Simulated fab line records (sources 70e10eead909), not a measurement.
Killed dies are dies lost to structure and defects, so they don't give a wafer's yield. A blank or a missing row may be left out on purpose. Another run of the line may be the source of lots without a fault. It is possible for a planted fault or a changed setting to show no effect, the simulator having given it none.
fab line records    flow nand-harc
record: lots: 5  wafers: 15  last-day: 24
route steps=1159 shown P_GATE@170 END@1159
lots untouched by any fault: they come from a run of this same line in which no faults occurred
start-h: hours from the record's first day to the start of the lot's first wafer shown    wait-h: hours from the lot's prior step to this one    " identical to the entry in the row above    L1.1+2: a single row standing in for several wafers    - value missing, or start not given    * or withheld: withheld    < > ~ a bound
route shown NAME@n: names a module that has steps shown in the file, with the first one's number in the route    usual: mean and standard deviation over wafers with no fault    same: alike in all rows    chamber/n: place in a boat    sites: readings site by site    _std_site: the standard deviation of these    _edge_site: mean of outer sites minus mean of inner sites    radius-mm: how far each site lies from the wafer's centre    mask NAME#n: copy n    behind: the last tool/chamber to shape the wafer    hold: cause of the lot's hold/its duration in hours/its outcome    device: the transistor (n, p or np) that didn't switch    end of line: the same wafers' tests at the end of the route    a step without rows: its recipe alone    killed: count of dies lost to structure and defects at first sort (not the wafer's yield)    map: dies across one wafer; x = killed, . = not, _ = none there
set.NAME: the setting that was run; set.NAME@STEP: the one run at that earlier step    model.NAME: the simulator's own value behind a step, which no gauge read
lots seen at some steps along the route; tables by step, rows by wafer
services: the hour from which a tool's chamber was out of use, counted from the record's first day as start-h (under 0 if before that day), plus the number of hours and why
== steps ==
step: NHARC_P_GATE_CD_MEAS_46
recipe: target-cd-nm: 720  landing-energy-ev: 500
usual: cd-nm: 718.2/2.1
same: landing-energy-ev: 500
lot.wafer  tool       chamber  start-h  wait-h  cd-nm
L738.2     cd-sem-02  0        125.82   -       720.0
L738.3     "          0        "        "       718.5
L738.4     "          0        "        "       721.5
L741.2     cd-sem-03  0        155.27   -       721.5
L741.4     "          0        "        "       720.6
L741.5     "          0        "        "       720.4
L745.2     cd-sem-02  0        182.99   -       720.0
L745.4     "          0        "        "       720.3
L745.6     "          0        "        "       722.3
L750.1     cd-sem-01  0        202.03   -       716.6
L750.5     "          0        "        "       716.3
L750.6     "          0        "        "       716.5
L753.4     cd-sem-02  0        213.03   -       720.2
L753.5     "          0        "        "       721.0
L753.6     "          0        "        "       718.1
step: NHARC_P_GATE_HARDBAKE_47
recipe: temp-c: 125  time-s: 80
step: NHARC_P_GATE_DESCUM_48
recipe: time-s: 3  o2-flow-sccm: 200  ar-flow-sccm: 0  bias-power-w: 0  chemistry: O2
usual: drypump-motor-current-A: 5.6/0.44  oes-product-au: 1.004/0.013  rf-vpp-V: 57.7/0.82  showerhead-plenum-p-Torr: 1.89/0.1  throttle-valve-pct: 11.312/0.01
lot.wafer  tool         chamber  start-h  wait-h  drypump-motor-current-A  oes-product-au  rf-hours-counter-h  rf-vpp-V  showerhead-plenum-p-Torr  throttle-valve-pct
L738.2     rie-diel-13  1        125.99   -       5.9                      0.992           1                   58.9      2.02                      11.305
L738.4     "            2        "        "       5.8                      0.997           3                   56.7      1.78                      11.320
L738.3     "            3        "        "       4.8                      1.006           3                   56.4      1.78                      11.311
L741.2     rie-diel-03  2        155.45   -       5.5                      1.019           42                  58.1      1.98                      11.319
L741.4     "            0        "        "       5.7                      0.990           42                  59.6      1.97                      11.316
L741.5     "            1        "        "       5.7                      1.035           -                   57.0      1.87                      11.313
L745.2     rie-diel-01  3        183.16   -       5.1                      0.977           10                  58.2      2.01                      11.321
L745.4     "            1        "        "       5.2                      0.981           9                   57.8      2.07                      11.323
L745.6     "            2        "        "       6.3                      0.978           -                   57.9      2.04                      11.319
L750.1     rie-diel-13  3        202.21   -       4.8                      1.010           21                  56.3      1.77                      11.326
L750.5     "            2        "        "       5.8                      1.003           -                   56.6      1.78                      11.308
L750.6     "            3        "        "       4.8                      1.008           -                   57.3      1.77                      11.317
L753.4     rie-diel-13  3        213.19   -       4.8                      1.017           23                  56.8      1.77                      11.319
L753.5     "            2        "        "       5.8                      0.994           -                   59.5      1.78                      11.301
L753.6     "            3        "        "       4.8                      1.000           -                   56.9      1.77                      11.323
step: NHARC_P_GATE_IMPLANT_49
recipe: energy-kev: 30  dose-cm2: 3e+15  tilt-deg: 7
step: NHARC_P_GATE_STRIP_111
recipe: power-w: 1500  temp-c: 110  time-s: 250  chemistry: N2/H2
usual: drypump-motor-current-A: 5.62/0.28  heater-power-w: 95/12
lot.wafer  tool             chamber  start-h  wait-h  drypump-motor-current-A  heater-power-w  rf-hours-counter-h
L738.2     plasma-asher-01  0        126.40   0.2     5.73                     106             6
L738.4     "                1        "        "       5.40                     80              -
L738.3     "                0        "        "       5.74                     108             -
L741.2     plasma-asher-01  0        155.85   0.2     5.75                     108             17
L741.4     "                0        "        "       5.75                     107             -
L741.5     "                0        "        "       5.75                     105             -
L745.2     plasma-asher-01  0        183.79   0.4     5.77                     108             26
L745.4     "                0        "        "       5.76                     108             -
L745.6     "                1        "        "       5.39                     80              -
L750.1     plasma-asher-01  1        202.94   0.4     5.32                     79              39
L750.5     "                1        "        "       5.35                     79              -
L750.6     "                0        "        "       5.76                     107             -
L753.4     plasma-asher-02  1        213.73   0.3     6.01                     82              -
L753.6     "                0        "        "       5.34                     103             -
L753.5     "                1        "        "       6.01                     83              -
step: NHARC_P_GATE_STRIP_75
recipe: power-w: 1500  temp-c: 250  chemistry: O2
usual: drypump-motor-current-A: 5.62/0.28  heater-power-w: 354/46
lot.wafer  tool             chamber  start-h  wait-h  drypump-motor-current-A  heater-power-w  rf-hours-counter-h
L738.2     plasma-asher-01  0        126.67   0.2     5.70                     398             6
L738.4     "                1        "        "       5.39                     304             -
L738.3     "                0        "        "       5.72                     398             -
L741.2     plasma-asher-01  0        156.11   0.2     5.73                     397             18
L741.4     "                0        "        "       5.75                     401             -
L741.5     "                0        "        "       5.72                     400             -
L745.2     plasma-asher-01  0        184.06   0.2     5.72                     407             26
L745.4     "                0        "        "       5.73                     400             -
L745.6     "                1        "        "       5.35                     300             -
L750.1     plasma-asher-01  1        203.24   0.3     5.39                     301             40
L750.5     "                1        "        "       5.40                     298             -
L750.6     "                0        "        "       5.78                     393             -
L753.4     plasma-asher-02  1        213.91   0.1     6.00                     313             -
L753.6     "                0        "        "       5.36                     391             -
L753.5     "                1        "        "       6.01                     304             -
step: NHARC_P_GATE_STRIP_50
recipe: time-s: 900  temp-c: 130  chemistry: SPM
step: NHARC_P_GATE_DEHYDRATE_51
recipe: temp-c: 150  time-s: 120
step: NHARC_P_GATE_HMDS_52
recipe: time-s: 30
step: NHARC_P_GATE_COAT_53
recipe: spin-rpm: 3000
step: NHARC_P_GATE_SOFTBAKE_54
recipe: temp-c: 122  time-s: 95
step: NHARC_P_GATE_EBR_55
step: NHARC_P_GATE_EXPOSE_56
recipe: na: 0.6  target-cd-nm: 720  dose-mj: 14.81  mask-id: P_PSD
lot.wafer   tool            chamber  start-h  wait-h  mask
L738.2+3+4  krf-scanner-02  0        127.43   -       P_PSD#0
L741.2+4+5  krf-scanner-02  0        156.75   -       P_NSD#0
L745.2+4+6  krf-scanner-02  0        184.82   -       P_PSD#0
L750.1+5+6  krf-scanner-04  0        204.02   -       P_PSD#0
L753.4+5+6  krf-scanner-02  0        214.66   -       P_PSD#0
step: NHARC_P_GATE_PEB_57
recipe: peb-temp-c: 118  peb-time-s: 85
step: NHARC_P_GATE_DEVELOP_58
recipe: time-s: 70
step: NHARC_P_GATE_CD_MEAS_59
recipe: target-cd-nm: 720  landing-energy-ev: 500
usual: cd-nm: 718.6/1.6
same: landing-energy-ev: 500
lot.wafer  tool       chamber  start-h  wait-h  cd-nm
L738.2     cd-sem-02  0        127.59   -       718.2
L738.3     "          0        "        "       715.7
L738.4     "          0        "        "       717.0
L741.2     cd-sem-03  0        156.90   -       -
L741.4     "          0        "        "       -
L741.5     "          0        "        "       -
L745.2     cd-sem-01  0        184.98   -       718.0
L745.4     "          0        "        "       721.7
L745.6     "          0        "        "       720.6
L750.1     cd-sem-03  0        204.18   -       714.9
L750.5     "          0        "        "       719.6
L750.6     "          0        "        "       717.5
L753.4     cd-sem-02  0        214.81   -       717.2
L753.5     "          0        "        "       721.0
L753.6     "          0        "        "       717.1
step: NHARC_P_GATE_HARDBAKE_60
recipe: temp-c: 125  time-s: 80
step: NHARC_END_SORT_01
recipe: temp-c: 25
usual: killed-at-array: 27/10  killed-at-other: 0.6/0.96  killed-at-periphery: 3.4/2.7  killed-dies: 31/10  killed-open: 2.9/1.8  killed-short: 1.8/1.4
same: gross-dies: 677
lot.wafer  tool       chamber  start-h  wait-h  hold                    killed-at-array  killed-at-other  killed-at-periphery  killed-dies  killed-open  killed-short
L738.2     prober-01  0        465.92   2.8     -                       13               1                4                    18           2            1
L738.3     prober-01  0        466.72   3.1     -                       12               0                3                    15           3            1
L738.4     prober-01  0        467.53   3.4     -                       19               0                8                    27           1            0
L741.2     prober-01  0        493.60   2.8     await-dispo/2.6h/scrap  19               1                657                  677          2            3
L741.4     prober-01  0        495.21   3.4     await-dispo/2.6h/scrap  24               1                652                  677          6            4
L741.5     prober-01  0        496.02   3.7     await-dispo/2.6h/scrap  20               0                657                  677          5            4
L745.2     prober-01  0        510.36   2.8     -                       13               4                3                    20           3            2
L745.4     prober-01  0        511.97   3.4     -                       11               2                3                    16           3            4
L745.6     prober-01  0        513.57   4.0     -                       20               2                3                    25           3            4
L750.1     prober-02  0        540.17   2.6     -                       20               0                0                    20           2            1
L750.5     prober-02  0        543.37   3.7     -                       19               0                2                    21           6            3
L750.6     prober-02  0        544.17   4.0     -                       16               0                3                    19           2            3
L753.4     prober-02  0        566.01   3.4     -                       30               0                3                    33           3            1
L753.5     prober-02  0        566.80   3.7     -                       23               1                3                    27           3            1
L753.6     prober-02  0        567.60   4.0     -                       36               0                0                    36           1            2
killed by level:class
L738.2 A_CHANNEL_HOLE_D1:chamber-film-flake=4 P_CONTACT:chamber-film-flake=3 A_STAIRCASE:chamber-film-flake=2 A_CONTACT:chamber-film-flake=2 A_CHANNEL_FILL_D1:geometric-particle:short=1 A_CONTACT:geometric-particle:open=1 A_M0:geometric-particle:open=1 P_ZERO_WELL:chamber-film-flake=1
L738.3 A_CHANNEL_HOLE_D1:chamber-film-flake=5 P_CONTACT:chamber-film-flake=2 A_STAIRCASE:chamber-film-flake=2 P_GATE:geometric-particle:open=1 A_M1:chamber-film-flake=1 A_CHANNEL_FILL_D1:geometric-particle:open=1 A_WL_FILL:geometric-particle:short=1 A_BLC:geometric-particle:open=1
L738.4 P_CONTACT:chamber-film-flake=8 A_STAIRCASE:chamber-film-flake=8 A_CONTACT:chamber-film-flake=5 A_CHANNEL_HOLE_D1:chamber-film-flake=4 A_BLC:geometric-particle:open=1 A_SLIT:chamber-film-flake=1
L741.2 P_GATE:area-expose=646 P_ZERO_WELL:chamber-film-flake=6 A_CHANNEL_HOLE_D1:chamber-film-flake=6 A_SLIT:chamber-film-flake=3 P_M2:chamber-film-flake=3 A_WL_FILL:chamber-film-flake=3 A_ONON_D1:geometric-particle:open=1 A_ONON_D1:geometric-particle:short=1
L741.4 P_GATE:area-expose=642 A_STAIRCASE:chamber-film-flake=5 P_ZERO_WELL:chamber-film-flake=4 P_M1:chamber-film-flake=4 A_CHANNEL_HOLE_D1:chamber-film-flake=4 A_CONTACT:geometric-particle:open=3 A_WL_FILL:chamber-film-flake=3 A_WL_FILL:geometric-particle:short=2
L741.5 P_GATE:area-expose=646 P_ZERO_WELL:chamber-film-flake=4 P_M1:chamber-film-flake=4 A_CHANNEL_HOLE_D1:chamber-film-flake=4 A_STAIRCASE:chamber-film-flake=3 A_CHANNEL_FILL_D1:geometric-particle:open=2 P_GATE:chamber-film-flake=2 A_WL_FILL:chamber-film-flake=2
L745.2 A_CONTACT:chamber-film-flake=3 THIN_TSV:chamber-film-flake=3 A_CONTACT:geometric-particle:open=2 A_CHANNEL_HOLE_D1:chamber-film-flake=2 A_STAIRCASE:chamber-film-flake=2 P_CONTACT:geometric-particle:open=1 A_WL_FILL:geometric-particle:short=1 A_CONTACT:geometric-particle:short=1
L745.4 A_CHANNEL_HOLE_D1:chamber-film-flake=6 A_CHANNEL_FILL_D1:geometric-particle:short=2 P_STI:chamber-film-flake=2 P_M1:geometric-particle:open=1 A_SOURCE_PLATE:geometric-particle:short=1 A_M0:geometric-particle:short=1 A_M0:geometric-particle:open=1 STARTING-WAFER:geometric-particle:open=1
L745.6 A_CHANNEL_HOLE_D1:chamber-film-flake=7 A_ZERO_WELL:chamber-film-flake=3 P_STI:chamber-film-flake=2 A_CONTACT:chamber-film-flake=2 P_STI:geometric-particle:short=1 A_ONON_D1:geometric-particle:short=1 A_CHANNEL_FILL_D1:geometric-particle:open=1 A_SGD_CUT:geometric-particle:short=1
L750.1 A_CHANNEL_HOLE_D1:chamber-film-flake=10 A_SLIT:chamber-film-flake=3 A_CONTACT:chamber-film-flake=2 A_CONTACT:geometric-particle:open=1 A_CONTACT:geometric-particle:short=1 A_M0:geometric-particle:open=1 A_STAIRCASE:chamber-film-flake=1 A_BONDPAD:chamber-film-flake=1
L750.5 A_SLIT:chamber-film-flake=5 A_CONTACT:chamber-film-flake=3 A_WL_FILL:geometric-particle:short=2 P_CONTACT:geometric-particle:open=1 A_ONON_D1:geometric-particle:open=1 A_ONON_D1:geometric-particle:short=1 A_CHANNEL_HOLE_D1:geometric-particle:open=1 A_SGD_CUT:geometric-particle:open=1
L750.6 A_CHANNEL_HOLE_D1:chamber-film-flake=6 A_CONTACT:chamber-film-flake=4 P_CONTACT:geometric-particle:short=2 A_SLIT:chamber-film-flake=2 A_SGD_CUT:geometric-particle:short=1 A_CONTACT:geometric-particle:open=1 A_BLC:geometric-particle:open=1 P_STI:chamber-film-flake=1
L753.4 A_SLIT:chamber-film-flake=13 A_CHANNEL_HOLE_D1:chamber-film-flake=7 P_GATE:chamber-film-flake=2 A_STAIRCASE:chamber-film-flake=2 A_SGD_CUT:chamber-film-flake=2 P_M1:geometric-particle:open=1 A_CONTACT:geometric-particle:open=1 A_BLC:geometric-particle:open=1
L753.5 A_SLIT:chamber-film-flake=11 A_CHANNEL_HOLE_D1:chamber-film-flake=5 A_CONTACT:geometric-particle:open=2 P_M1:geometric-particle:open=1 STARTING-WAFER:geometric-particle:short=1 P_ZERO_WELL:chamber-film-flake=1 P_GATE:chamber-film-flake=1 A_ZERO_WELL:chamber-film-flake=1
L753.6 A_SLIT:chamber-film-flake=17 A_CHANNEL_HOLE_D1:chamber-film-flake=9 A_SGD_CUT:chamber-film-flake=3 A_WL_FILL:chamber-film-flake=2 A_SOURCE_PLATE:geometric-particle:open=1 A_WL_FILL:geometric-particle:short=1 A_CONTACT:geometric-particle:short=1 A_CONTACT:chamber-film-flake=1
map L741.2 (x killed, . not)
____________x____________
_________xxxxxxx_________
_______xxxxxxxxxxx_______
______xxxxxxxxxxxxx______
_____xxxxxxxxxxxxxxx_____
____xxxxxxxxxxxxxxxxx____
____xxxxxxxxxxxxxxxxx____
___xxxxxxxxxxxxxxxxxxx___
___xxxxxxxxxxxxxxxxxxx___
__xxxxxxxxxxxxxxxxxxxxx__
__xxxxxxxxxxxxxxxxxxxxx__
_xxxxxxxxxxxxxxxxxxxxxxx_
_xxxxxxxxxxxxxxxxxxxxxxx_
_xxxxxxxxxxxxxxxxxxxxxxx_
_xxxxxxxxxxxxxxxxxxxxxxx_
_xxxxxxxxxxxxxxxxxxxxxxx_
xxxxxxxxxxxxxxxxxxxxxxxxx
xxxxxxxxxxxxxxxxxxxxxxxxx
xxxxxxxxxxxxxxxxxxxxxxxxx
xxxxxxxxxxxxxxxxxxxxxxxxx
xxxxxxxxxxxxxxxxxxxxxxxxx
_xxxxxxxxxxxxxxxxxxxxxxx_
_xxxxxxxxxxxxxxxxxxxxxxx_
_xxxxxxxxxxxxxxxxxxxxxxx_
_xxxxxxxxxxxxxxxxxxxxxxx_
_xxxxxxxxxxxxxxxxxxxxxxx_
__xxxxxxxxxxxxxxxxxxxxx__
__xxxxxxxxxxxxxxxxxxxxx__
___xxxxxxxxxxxxxxxxxxx___
___xxxxxxxxxxxxxxxxxxx___
____xxxxxxxxxxxxxxxxx____
____xxxxxxxxxxxxxxxxx____
_____xxxxxxxxxxxxxxx_____
______xxxxxxxxxxxxx______
_______xxxxxxxxxxx_______
_________xxxxxxx_________
____________x____________
map L745.6 (x killed, . not)
____________.____________
_________......._________
_______..........._______
______.............______
_____...........x..._____
____......x......x...____
____.................____
___...................___
___...................___
__.....................__
__...x.................__
_..xx..................._
_....x.................._
_......................._
_...xxx..........x......_
_..........x............_
.........................
......x..................
.........................
.........................
.........................
_..x...................._
_.x.........x........x.._
_......................._
_......................._
_............x.........._
__.....................__
__.....................__
___...................___
___......x............___
____.................____
____........x........____
_____.........xx...._____
______.......x.x...______
_______....x......_______
_________......._________
____________.____________
== services ==
tool             chamber  start-h  hours  kind
rie-diel-13      0        108.01   -      clean
rie-diel-13      1        108.01   -      clean
rie-diel-13      2        108.01   -      clean
rie-diel-13      3        108.01   -      clean
plasma-asher-01  0        108.89   -      clean
plasma-asher-01  1        108.89   -      clean
krf-scanner-04   -        112.77   4.9    repair
rie-diel-03      3        114.22   4.6    repair
rie-diel-13      1        114.66   9.2    repair
rie-diel-01      0        125.14   5.7    repair
krf-scanner-04   -        126.00   4.0    pm
rie-diel-13      0        132.51   -      clean
rie-diel-13      1        132.51   -      clean
rie-diel-13      2        132.51   -      clean
rie-diel-13      3        132.51   -      clean
rie-diel-01      -        146.45   9.0    pm
plasma-asher-02  -        149.18   6.1    repair
rie-diel-13      0        157.01   -      clean
rie-diel-13      1        157.01   -      clean
krf-scanner-02   -        170.53   0.7    repair
plasma-asher-02  -        183.45   9.0    pm
rie-diel-13      -        187.65   0.8    repair
krf-scanner-02   0        191.87   -      calibration
krf-scanner-02   -        210.00   4.0    pm
== key ==
first-sign: step: NHARC_P_GATE_EXPOSE_56  reading: mask  direction: changed
effect: step: NHARC_P_GATE_CD_MEAS_59  reading: cd-nm  direction: missing
effect: step: NHARC_END_SORT_01  reading: killed-at-periphery  direction: up  sigmas: 99+  usual: 3.4  struck: 655.3
more-kills-born-at: NHARC_P_GATE_EXPOSE_56@krf-scanner-02: 1934
met-at NHARC_P_GATE_EXPOSE_56
struck-wafers L741.2,L741.4,L741.5
later-rows-left-out L741.2,L741.4,L741.5
tester-left-out L741
onset-between 127.43 156.75
fault: kind: wrong-mask  tool: any  chamber: -  onset-h: 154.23  steps: NHARC_P_GATE_EXPOSE_56  aux-copy: P_NSD#0  scope: struck-lots-only
tester-left-out: of these lots the tester's yield and bins aren't shown, on N5 and GAA mostly nor the transistor test; their killed dies are dies lost to structure and defects alone, not to doping, threshold or leakage, so they don't give the yield
later-rows-left-out: the simulator's readings of these wafers behind a module that went badly wrong aren't trusted and aren't shown, but for the sort
